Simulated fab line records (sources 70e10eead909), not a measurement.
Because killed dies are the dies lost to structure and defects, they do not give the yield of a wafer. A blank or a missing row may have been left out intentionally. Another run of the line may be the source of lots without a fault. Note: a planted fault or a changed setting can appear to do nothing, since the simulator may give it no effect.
fab line records ; flow nandHarc ; part 1 of 2: steps 1 to 25 of 33
record lots=5; wafers=15; lastDay=25
route steps=1159 shown A_SGD_CUT@770 A_SLIT@779
lots with no fault: from the same line, run without faults
startH: start of the lot's first displayed wafer, in hours after the record's first day ; waitH: time in hours since the lot's previous step ; " the same as in the row above ; L1.1+2: a row that stands for several wafers ; - value missing, or start not given ; * or withheld: withheld ; < > ~ a bound
route shown NAME@n: a module of which the file shows steps, and the number in the route of the first ; usual: the fault-free wafers' mean and standard deviation ; same: alike in all rows ; chamber/n: place in a boat ; sites: each site's reading ; _std_site: standard deviation across them ; _edge_site: outer sites' mean less inner sites' ; radiusMm: for every site, how far away it sits from the centre of the wafer ; mask NAME#n: copy n ; behind: the tool/chamber that last shaped the wafer ; hold: what put the lot on hold/how long, in hours/how the hold closed ; device: the transistor (n, p or np) that didn't switch ; end of line: tests run on the same wafers once the route is complete ; a step given without rows: its recipe and nothing more ; killed: dies that structure and defects cost at the first sort, which is not the same as the wafer's yield ; map: shows each die of a wafer: x if killed, . if not, _ if none is there
set.NAME: the setting the step ran with; set.NAME@STEP: the setting that earlier step ran with ; model.NAME: the simulator's own value behind a step, which no gauge read
lots at some steps of the route; a table a step, a row a wafer
services: a tool's chamber out of use, with start hour (startH, from the record's first day; less than 0 if before it), hours out, and reason
## steps
# step NHARC_A_SGD_CUT_DEP_20
# recipe targetThkA=1500; tempC=65; material=SiO2
lot.wafer;tool;chamber;startH;waitH
L076.2+3+6;fcvd-02;0;318.10;-
L080.1+3+5;fcvd-02;1,0,0;357.21;-
L085.1+2+6;fcvd-02;0,1,0;375.03;-
L089.3+4+6;fcvd-02;1,0,0;396.06;-
L096.1+3+6;fcvd-02;1;435.09;-
# step NHARC_A_SGD_CUT_ANNEAL_27
# recipe tempC=450; timeS=1800
# usual spikeTcCentreC=451.2/1.1; tube_center_temp_C_max=451.15/0.18
lot.wafer;tool;chamber;startH;waitH;spikeTcCentreC;tube_center_temp_C_max
L076.2;furnace-03;0;321.74;3.6;451.4;450.91
L076.3;furnace-03;0;321.74;3.6;451.3;451.01
L076.6;furnace-03;0;321.74;3.6;451.7;451.26
L080.1;furnace-05;0;360.58;3.3;451.4;451.09
L080.3;furnace-05;0;360.58;3.3;451.2;451.08
L080.5;furnace-05;0;360.58;3.3;450.9;451.26
L085.1;furnace-05;0;376.33;1.3;451.3;450.89
L085.2;furnace-05;0;376.33;1.3;450.3;451.22
L085.6;furnace-05;0;376.33;1.3;451.8;450.98
L089.3;furnace-01;0;401.14;5.1;451.3;451.48
L089.4;furnace-01;0;401.14;5.1;452.6;451.06
L089.6;furnace-01;0;401.14;5.1;451.3;451.12
L096.1;furnace-05;0;439.22;4.1;450.9;451.13
L096.3;furnace-05;0;439.22;4.1;451.6;451.15
L096.6;furnace-05;0;439.22;4.1;448.5;450.95
# step NHARC_A_SGD_CUT_CMP_21
# recipe targetThkNm=148.19
# usual motorCurrentA=12.9/1.3; timeToEndpointS=50.7/2.8
lot.wafer;tool;chamber;startH;waitH;motorCurrentA;timeToEndpointS
L076.3;cmp-03;3;323.24;0.4;13.2;53.8
L076.2;cmp-03;1;323.24;0.4;12.3;56.7
L076.6;cmp-03;3;323.24;0.4;12.1;52.6
L080.1;cmp-04;0;362.06;0.4;13.6;52.2
L080.3;cmp-04;2;362.06;0.4;13.6;53.1
L080.5;cmp-04;0;362.06;0.4;13.6;49.7
L085.1;cmp-04;1;377.93;0.5;15.2;49.2
L085.2;cmp-04;3;377.93;0.5;12.7;56.0
L085.6;cmp-04;1;377.93;0.5;14.3;50.6
L089.3;cmp-03;2;402.63;0.4;13.7;50.5
L089.4;cmp-03;3;402.63;0.4;12.1;51.6
L089.6;cmp-03;1;402.63;0.4;12.6;56.1
L096.3;cmp-03;2;440.71;0.4;14.3;52.2
L096.1;cmp-03;0;440.71;0.4;13.2;48.9
L096.6;cmp-03;1;440.71;0.4;12.3;56.0
# step NHARC_A_SGD_CUT_THK_MEAS_22
# recipe thkMeasGauge=ellipsometry
# usual thkNm=148.4/1.4
lot.wafer;tool;chamber;startH;waitH;thkNm
L076.2;filmMetro-01;-;323.47;0.2;150.3
L076.3;filmMetro-01;-;323.47;0.2;148.9
L076.6;filmMetro-01;-;323.47;0.2;149.5
L080.1;filmMetro-02;-;362.29;0.2;148.6
L080.3;filmMetro-02;-;362.29;0.2;147.8
L080.5;filmMetro-02;-;362.29;0.2;147.8
L085.1;filmMetro-01;-;378.19;0.2;145.6
L085.2;filmMetro-01;-;378.19;0.2;148.4
L085.6;filmMetro-01;-;378.19;0.2;147.7
L089.3;filmMetro-01;-;402.86;0.2;146.2
L089.4;filmMetro-01;-;402.86;0.2;147.4
L089.6;filmMetro-01;-;402.86;0.2;150.0
L096.1;filmMetro-02;-;440.94;0.2;150.8
L096.3;filmMetro-02;-;440.94;0.2;149.9
L096.6;filmMetro-02;-;440.94;0.2;149.8
# step NHARC_A_SGD_CUT_SRD_23
lot.wafer;tool;chamber;startH;waitH
L076.2+6+3;wetBench-07;7,1,2;323.51;0.0
L080.5+1+3;wetBench-03;5,6,0;362.34;0.0
L085.1+6+2;wetBench-03;2,4,5;378.23;0.0
L089.3+4+6;wetBench-05;6,1,2;402.90;0.0
L096.1+6+3;wetBench-05;2,4,5;440.98;0.0
# step NHARC_A_SGD_CUT_ETCH_26
# recipe targetDepthA=458; chemistry=dHF; material=SiO2
lot.wafer;tool;chamber;startH;waitH
L076.2+6+3;wetBench-07;7,1,2;323.54;0.0
L080.5+1+3;wetBench-03;5,6,0;362.37;0.0
L085.1+6+2;wetBench-03;2,4,5;378.26;0.0
L089.3+4+6;wetBench-05;6,1,2;402.92;0.0
L096.1+6+3;wetBench-05;2,4,5;441.01;0.0
# step NHARC_A_SGD_CUT_ETCHBACK_24
# recipe targetDepthA=500; overEtchFrac=0.3; timeS=92.857; ionEnergyEv=120; ch3fFlowSccm=50; o2FlowSccm=30; arFlowSccm=200; rfW=500; biasW=100; chemistry=CH3F/O2
# usual drypumpMotorCurrentA=6.0/0.45; oesProductAu=0.96/0.034; rfVppV=244.0/1.9; showerheadPlenumPTorr=2.44/0.12; throttleValvePct=20.663/0.0098
lot.wafer;tool;chamber;startH;waitH;drypumpMotorCurrentA;oesProductAu;rfHoursCounterH;rfVppV;showerheadPlenumPTorr;throttleValvePct
L076.2;rieDiel-10;2;323.71;0.2;6.7;0.93;10;247.3;2.60;20.674
L076.3;rieDiel-10;3;323.71;0.2;5.8;0.94;10;242.7;2.36;20.655
L076.6;rieDiel-10;2;323.71;0.2;6.6;0.92;-;245.1;2.60;20.656
L080.3;rieDiel-08;1;362.51;0.1;5.9;0.94;5;245.0;2.51;20.676
L080.1;rieDiel-08;3;362.51;0.1;6.5;0.93;5;244.1;2.40;20.661
L080.5;rieDiel-08;1;362.51;0.1;5.9;0.94;-;245.4;2.51;20.672
L085.2;rieDiel-12;2;378.42;0.1;6.6;0.99;19;244.6;2.47;20.688
L085.1;rieDiel-12;0;378.42;0.1;5.8;0.99;17;244.0;2.31;20.668
L085.6;rieDiel-12;2;378.42;0.1;6.6;0.98;-;243.1;2.47;20.643
L089.4;rieDiel-08;2;403.10;0.2;5.9;0.99;10;241.4;2.29;20.665
L089.3;rieDiel-08;0;403.10;0.2;5.4;1.01;10;246.2;2.63;20.671
L089.6;rieDiel-08;2;403.10;0.2;5.9;0.99;-;239.3;2.29;20.653
L096.1;rieDiel-10;3;441.18;0.2;5.8;0.94;5;244.2;2.36;20.665
L096.3;rieDiel-10;1;441.18;0.2;5.3;0.94;6;241.7;2.33;20.654
L096.6;rieDiel-10;3;441.18;0.2;5.8;0.93;-;243.2;2.36;20.662
# step NHARC_A_SGD_CUT_STRIP_28
# recipe timeS=20; o2FlowSccm=500; arFlowSccm=0; biasW=0; chemistry=O2
# usual drypumpMotorCurrentA=6.1/0.47; oesProductAu=0.998/0.0099; rfVppV=57.8/0.87; showerheadPlenumPTorr=3.52/0.16; throttleValvePct=17.035/0.0085
lot.wafer;tool;chamber;startH;waitH;drypumpMotorCurrentA;oesProductAu;rfHoursCounterH;rfVppV;showerheadPlenumPTorr;throttleValvePct
L076.2;rieDiel-10;1;-;-;5.3;0.979;9;55.8;3.36;17.036
L076.3;rieDiel-10;2;-;-;6.6;0.995;10;59.0;3.72;17.042
L076.6;rieDiel-10;0;-;-;6.3;0.992;-;57.6;3.75;17.031
L080.3;rieDiel-08;2;362.68;0.2;6.0;1.002;5;57.0;3.30;17.042
L080.1;rieDiel-08;1;362.68;0.2;6.0;1.016;5;60.7;3.60;17.049
L080.5;rieDiel-08;2;362.68;0.2;5.9;0.990;-;57.0;3.30;17.050
L085.2;rieDiel-12;3;-;-;5.7;0.990;18;57.5;3.40;17.056
L085.1;rieDiel-12;1;-;-;6.5;1.008;20;56.5;3.60;17.045
L085.6;rieDiel-12;3;-;-;5.7;1.003;-;58.3;3.40;17.035
L089.3;rieDiel-08;1;-;-;5.9;1.003;11;58.9;3.60;17.027
L089.4;rieDiel-08;2;-;-;6.0;0.991;10;57.6;3.30;17.037
L089.6;rieDiel-08;0;-;-;5.4;1.011;-;58.4;3.76;17.044
L096.1;rieDiel-10;3;-;-;5.8;0.999;5;56.8;3.39;17.024
L096.3;rieDiel-10;1;-;-;5.3;0.986;6;57.6;3.35;17.044
L096.6;rieDiel-10;3;-;-;5.8;0.993;-;56.7;3.39;17.030
# step NHARC_A_SGD_CUT_INSPECT_25
# usual rawDefectCount=305/86
lot.wafer;tool;chamber;startH;waitH;rawDefectCount
L076.2;defectInspect-02;-;323.94;-;350
L076.3;defectInspect-02;-;323.94;-;612
L076.6;defectInspect-02;-;323.94;-;416
L080.1;defectInspect-01;-;362.79;-;203
L080.3;defectInspect-01;-;362.79;-;264
L080.5;defectInspect-01;-;362.79;-;177
L085.1;defectInspect-02;-;378.65;-;311
L085.2;defectInspect-02;-;378.65;-;368
L085.6;defectInspect-02;-;378.65;-;343
L089.3;defectInspect-01;-;403.33;-;183
L089.4;defectInspect-01;-;403.33;-;281
L089.6;defectInspect-01;-;403.33;-;192
L096.1;defectInspect-02;-;441.44;-;310
L096.3;defectInspect-02;-;441.44;-;309
L096.6;defectInspect-02;-;441.44;-;314
# step NHARC_A_SLIT_DEP_25
# recipe targetThkA=2000; tempC=400; pressureTorr=6.5; rfW=900; teosFlowSccm=161.4; flowSccm=2650; targetThkNm=200; gas=O2; material=SiO2
# usual flowSccm=2651/8; heaterPowerW=541/130; throttleValvePct=16.1/0.43
lot.wafer;tool;chamber;startH;waitH;flowSccm;heaterPowerW;throttleValvePct
L076.3;pecvd-01;1;324.01;0.1;2637;404;15.7
L076.2;pecvd-01;2;324.01;0.1;2654;620;15.9
L076.6;pecvd-01;0;324.01;0.1;2654;515;15.7
L080.3;pecvd-01;2;362.86;0.1;2660;704;16.0
L080.1;pecvd-01;1;362.86;0.1;2659;328;15.9
L080.5;pecvd-01;1;362.86;0.1;2660;345;15.7
L085.1;pecvd-03;1;379.27;0.6;2643;478;16.8
L085.2;pecvd-03;2;379.27;0.6;2641;452;15.6
L085.6;pecvd-03;0;379.27;0.6;2645;778;16.5
L089.3;pecvd-03;0;403.47;0.1;2657;634;16.3
L089.6;pecvd-03;2;403.47;0.1;2654;520;15.8
L089.4;pecvd-03;0;403.47;0.1;2652;672;16.6
L096.3;pecvd-01;0;441.55;0.1;2656;541;15.7
L096.1;pecvd-01;1;441.55;0.1;2654;421;15.0
L096.6;pecvd-01;2;441.55;0.1;2653;701;16.1
# step NHARC_A_SLIT_DEP_00
# recipe targetThkA=32000; tempC=400; material=aC
# usual throttleValvePct=35.000/0.009
lot.wafer;tool;chamber;startH;waitH;throttleValvePct
L076.2;aclDep-03;0;325.25;-;34.987
L076.3;aclDep-03;0;325.25;-;35.000
L076.6;aclDep-03;0;325.25;-;35.006
L080.1;aclDep-02;0;365.78;-;35.010
L080.3;aclDep-02;0;365.78;-;34.987
L080.5;aclDep-02;0;365.78;-;35.004
L085.1;aclDep-03;0;379.57;-;34.987
L085.2;aclDep-03;0;379.57;-;34.989
L085.6;aclDep-03;0;381.20;-;34.987
L089.3;aclDep-03;0;404.39;-;35.010
L089.4;aclDep-03;0;404.39;-;34.989
L089.6;aclDep-03;0;404.39;-;34.992
L096.1;aclDep-01;0;441.86;-;35.010
L096.3;aclDep-01;0;441.86;-;34.997
L096.6;aclDep-01;0;441.86;-;35.005
# step NHARC_A_SLIT_DEP_23
# recipe targetThkA=1000; targetThkNm=100; tempC=400; pressureTorr=3.5; flowSccm=200; rfW=350; material=SiON
# usual heaterPowerW=740/130
lot.wafer;tool;chamber;startH;waitH;heaterPowerW
L076.3;pecvd-03;1;326.90;1.0;650
L076.2;pecvd-03;2;326.90;1.0;579
L076.6;pecvd-03;0;326.90;1.0;949
L080.1;pecvd-02;0;367.82;1.7;847
L080.3;pecvd-02;1;367.82;1.7;766
L080.5;pecvd-02;2;367.82;1.7;601
L085.2;pecvd-01;2;381.55;1.3;859
L085.1;pecvd-01;1;381.55;1.3;587
L085.6;pecvd-01;2;381.55;1.3;876
L089.3;pecvd-02;1;405.80;1.1;850
L089.6;pecvd-02;0;405.80;1.1;768
L089.4;pecvd-02;1;405.80;1.1;839
L096.1;pecvd-03;1;443.86;1.7;583
L096.3;pecvd-03;2;443.86;1.7;691
L096.6;pecvd-03;2;443.86;1.7;693
# step NHARC_A_SLIT_DEHYDRATE_01
# recipe tempC=150; timeS=120
lot.wafer;tool;chamber;startH;waitH
L076.2+3+6;lithoTrack-06;0;327.14;0.2
L080.1+3+5;lithoTrack-06;0;368.06;0.2
L085.1+2+6;lithoTrack-06;0;381.83;0.2
L089.3+4+6;lithoTrack-01;0;406.01;0.2
L096.1+3+6;lithoTrack-06;0;444.13;0.2
# step NHARC_A_SLIT_HMDS_02
# recipe timeS=30
lot.wafer;tool;chamber;startH;waitH
L076.2+3+6;lithoTrack-06;0;-;-
L080.1+3+5;lithoTrack-06;0;-;-
L085.1+2+6;lithoTrack-06;0;-;-
L089.3+4+6;lithoTrack-01;0;-;-
L096.1+3+6;lithoTrack-06;0;-;-
# step NHARC_A_SLIT_COAT_03
# recipe spinRpm=1500; resistThkNm=90
lot.wafer;tool;chamber;startH;waitH
L076.2+3+6;lithoTrack-06;0;-;-
L080.1+3+5;lithoTrack-06;0;-;-
L085.1+2+6;lithoTrack-06;0;-;-
L089.3+4+6;lithoTrack-01;0;-;-
L096.1+3+6;lithoTrack-06;0;-;-
# step NHARC_A_SLIT_SOFTBAKE_04
# recipe tempC=105; timeS=55
lot.wafer;tool;chamber;startH;waitH
L076.2+3+6;lithoTrack-06;0;-;-
L080.1+3+5;lithoTrack-06;0;-;-
L085.1+2+6;lithoTrack-06;0;-;-
L089.3+4+6;lithoTrack-01;0;-;-
L096.1+3+6;lithoTrack-06;0;-;-
# step NHARC_A_SLIT_EBR_05
lot.wafer;tool;chamber;startH;waitH
L076.2+3+6;lithoTrack-06;0;-;-
L080.1+3+5;lithoTrack-06;0;-;-
L085.1+2+6;lithoTrack-06;0;-;-
L089.3+4+6;lithoTrack-01;0;-;-
L096.1+3+6;lithoTrack-06;0;-;-
# step NHARC_A_SLIT_EXPOSE_06
# recipe na=1.35; doseMj=60.82; maskId=SLIT
# usual reticleTempC=23.02/0.12
lot.wafer;tool;chamber;startH;waitH;mask;reticleTempC
L076.2;arfiScanner-03;0;327.41;-;SLIT#0;22.97
L076.3;arfiScanner-03;0;327.41;-;SLIT#0;22.82
L076.6;arfiScanner-03;0;327.41;-;SLIT#0;23.05
L080.1;arfiScanner-02;0;368.20;-;SLIT#0;22.91
L080.3;arfiScanner-02;0;368.20;-;SLIT#0;23.05
L080.5;arfiScanner-02;0;368.20;-;SLIT#0;22.81
L085.1;arfiScanner-03;0;382.09;-;SLIT#0;23.41
L085.2;arfiScanner-03;0;382.09;-;SLIT#0;23.09
L085.6;arfiScanner-03;0;382.09;-;SLIT#0;23.20
L089.3;arfiScanner-03;0;406.16;-;SLIT#0;22.84
L089.4;arfiScanner-03;0;406.16;-;SLIT#0;22.96
L089.6;arfiScanner-03;0;406.16;-;SLIT#0;23.07
L096.1;arfiScanner-03;0;444.27;-;SLIT#0;22.89
L096.3;arfiScanner-03;0;444.27;-;SLIT#0;22.83
L096.6;arfiScanner-03;0;444.27;-;SLIT#0;23.01
# step NHARC_A_SLIT_PEB_07
# recipe pebTempC=100; pebTimeS=65
lot.wafer;tool;chamber;startH;waitH
L076.2+3+6;lithoTrack-06;0;327.47;0.1
L080.1+3+5;lithoTrack-04;0;368.27;0.1
L085.1+2+6;lithoTrack-04;0;382.16;0.1
L089.3+4+6;lithoTrack-04;0;406.22;0.0
L096.1+3+6;lithoTrack-04;0;444.33;0.1
# step NHARC_A_SLIT_DEVELOP_08
# recipe developTimeS=35; devTempC=23
lot.wafer;tool;chamber;startH;waitH
L076.2+3+6;lithoTrack-06;0;-;-
L080.1+3+5;lithoTrack-04;0;-;-
L085.1+2+6;lithoTrack-04;0;-;-
L089.3+4+6;lithoTrack-04;0;-;-
L096.1+3+6;lithoTrack-04;0;-;-
# step NHARC_A_SLIT_CD_MEAS_09
# recipe targetCdNm=300; landingEnergyEv=500
# usual cdNm=300.0/0.46
lot.wafer;tool;chamber;startH;waitH;cdNm
L076.2;cdSem-03;0;327.55;-;300.0
L076.3;cdSem-03;0;327.55;-;300.0
L076.6;cdSem-03;0;327.55;-;299.6
L080.1;cdSem-01;0;368.35;-;300.3
L080.3;cdSem-01;0;368.35;-;300.0
L080.5;cdSem-01;0;368.35;-;300.3
L085.1;cdSem-01;0;382.23;-;299.8
L085.2;cdSem-01;0;382.23;-;300.4
L085.6;cdSem-01;0;382.23;-;300.1
L089.3;cdSem-03;0;406.31;-;299.5
L089.4;cdSem-03;0;406.31;-;300.2
L089.6;cdSem-03;0;406.31;-;300.5
L096.1;cdSem-03;0;444.42;-;300.3
L096.3;cdSem-03;0;444.42;-;299.9
L096.6;cdSem-03;0;444.42;-;300.1
# step NHARC_A_SLIT_OVL_MEAS_10
# usual overlayXNm=0.0/0.65; overlayYNm=0.1/0.91
lot.wafer;tool;chamber;startH;waitH;overlayXNm;overlayYNm
L076.2;overlay-01;-;327.64;-;-0.1;-0.6
L076.3;overlay-01;-;327.64;-;-0.5;0.0
L076.6;overlay-01;-;327.64;-;-0.3;-0.3
L080.1;overlay-01;-;368.44;-;0.5;-0.5
L080.3;overlay-01;-;368.44;-;0.3;-0.2
L080.5;overlay-01;-;368.44;-;1.1;-0.2
L085.1;overlay-01;-;382.32;-;-0.5;0.3
L085.2;overlay-01;-;382.32;-;-0.5;0.8
L085.6;overlay-01;-;382.32;-;-1.2;0.4
L089.3;overlay-01;-;406.41;-;0.1;0.6
L089.4;overlay-01;-;406.41;-;0.3;-0.3
L089.6;overlay-01;-;406.41;-;0.2;-0.2
L096.1;overlay-02;-;444.50;-;0.0;-0.9
L096.3;overlay-02;-;444.50;-;0.3;-1.4
L096.6;overlay-02;-;444.50;-;0.0;-1.1
# step NHARC_A_SLIT_INSPECT_11
# usual rawDefectCount=20/9.3
lot.wafer;tool;chamber;startH;waitH;rawDefectCount
L076.2;defectInspect-01;-;327.67;0.0;35
L076.3;defectInspect-01;-;327.67;0.0;19
L076.6;defectInspect-01;-;327.67;0.0;27
L080.1;defectInspect-02;-;368.47;0.0;17
L080.3;defectInspect-02;-;368.47;0.0;14
L080.5;defectInspect-02;-;368.47;0.0;16
L085.1;defectInspect-01;-;382.36;0.0;7
L085.2;defectInspect-01;-;382.36;0.0;12
L085.6;defectInspect-01;-;382.36;0.0;8
L089.3;defectInspect-02;-;406.44;0.0;10
L089.4;defectInspect-02;-;406.44;0.0;9
L089.6;defectInspect-02;-;406.44;0.0;7
L096.1;defectInspect-01;-;444.54;0.0;20
L096.3;defectInspect-01;-;444.54;0.0;11
L096.6;defectInspect-01;-;444.54;0.0;19
# step NHARC_A_SLIT_DESCUM_14
# recipe timeS=3; o2FlowSccm=200; arFlowSccm=0; biasPowerW=0; chemistry=O2
# usual drypumpMotorCurrentA=5.7/0.33; oesProductAu=1.000/0.011; rfVppV=57.9/0.8; showerheadPlenumPTorr=1.93/0.089; throttleValvePct=11.310/0.0084
lot.wafer;tool;chamber;startH;waitH;drypumpMotorCurrentA;oesProductAu;rfHoursCounterH;rfVppV;showerheadPlenumPTorr;throttleValvePct
L076.2;rieDiel-09;2;327.73;0.1;5.3;0.991;3;58.3;1.81;11.294
L076.3;rieDiel-09;3;327.73;0.1;6.0;1.013;3;59.3;1.95;11.319
L076.6;rieDiel-09;2;327.73;0.1;5.3;0.997;-;56.5;1.81;11.302
L080.1;rieDiel-07;2;368.54;0.1;6.3;0.986;9;58.0;1.96;11.299
L080.3;rieDiel-07;0;368.54;0.1;5.1;0.992;10;58.4;1.91;11.304
L080.5;rieDiel-07;2;368.54;0.1;6.4;0.982;-;58.6;1.96;11.320
L085.2;rieDiel-02;3;382.43;0.1;5.6;0.988;4;58.2;1.87;11.307
L085.1;rieDiel-02;1;382.43;0.1;5.9;0.995;3;56.2;1.78;11.305
L085.6;rieDiel-02;2;382.43;0.1;5.5;1.003;-;57.8;2.03;11.319
L089.3;rieDiel-09;2;406.50;0.1;5.3;0.992;8;56.5;1.81;11.314
L089.4;rieDiel-09;3;406.50;0.1;6.0;1.015;9;58.6;1.94;11.310
L089.6;rieDiel-09;3;406.50;0.1;6.0;1.022;-;58.5;1.94;11.325
L096.1;rieDiel-02;0;444.60;0.1;5.7;1.014;8;59.0;2.00;11.322
L096.3;rieDiel-02;3;444.60;0.1;5.6;0.990;9;58.8;1.87;11.303
L096.6;rieDiel-02;2;444.60;0.1;5.5;1.001;-;58.1;2.03;11.321
# step NHARC_A_SLIT_ETCH_24
# recipe targetDepthA=1210; timeS=60.5; cf4FlowSccm=100; chf3FlowSccm=30; arFlowSccm=0; rfW=500; biasW=200; chemistry=CF4/CHF3
# usual cf4FlowSccm=100.0/0.34; drypumpMotorCurrentA=5.7/0.32; oesProductAu=0.960/0.021; rfVppV=371.0/2.4; showerheadPlenumPTorr=1.59/0.069; throttleValvePct=16.803/0.0081
lot.wafer;tool;chamber;startH;waitH;cf4FlowSccm;drypumpMotorCurrentA;oesProductAu;rfHoursCounterH;rfVppV;showerheadPlenumPTorr;throttleValvePct
L076.2;rieDiel-09;0;327.82;0.1;99.4;6.2;0.986;2;372.6;1.65;16.786
L076.3;rieDiel-09;2;327.82;0.1;99.8;5.3;0.960;3;367.7;1.49;16.800
L076.6;rieDiel-09;1;327.82;0.1;100.0;6.1;0.987;-;373.8;1.67;16.806
L080.1;rieDiel-07;1;368.62;0.1;100.0;5.5;0.970;10;369.2;1.56;16.797
L080.3;rieDiel-07;2;368.62;0.1;99.9;6.4;0.947;9;373.6;1.61;16.806
L080.5;rieDiel-07;0;368.62;0.1;100.3;5.2;0.971;-;370.1;1.57;16.804
L085.1;rieDiel-02;0;382.51;0.1;100.3;5.7;0.999;2;372.9;1.64;16.806
L085.2;rieDiel-02;2;382.51;0.1;100.2;5.4;0.967;4;374.9;1.66;16.815
L085.6;rieDiel-02;3;382.51;0.1;100.3;5.6;0.958;-;369.6;1.54;16.792
L089.3;rieDiel-09;1;406.59;0.1;100.1;6.1;0.967;8;374.2;1.67;16.810
L089.4;rieDiel-09;3;406.59;0.1;100.0;6.0;0.975;9;372.2;1.60;16.810
L089.6;rieDiel-09;0;406.59;0.1;99.8;6.2;0.975;-;372.2;1.65;16.790
L096.3;rieDiel-02;2;444.70;0.1;100.7;5.5;0.964;8;372.8;1.66;16.808
L096.1;rieDiel-02;0;444.70;0.1;99.7;5.7;0.971;8;372.4;1.64;16.805
L096.6;rieDiel-02;0;444.70;0.1;99.8;5.7;0.964;-;372.3;1.64;16.811
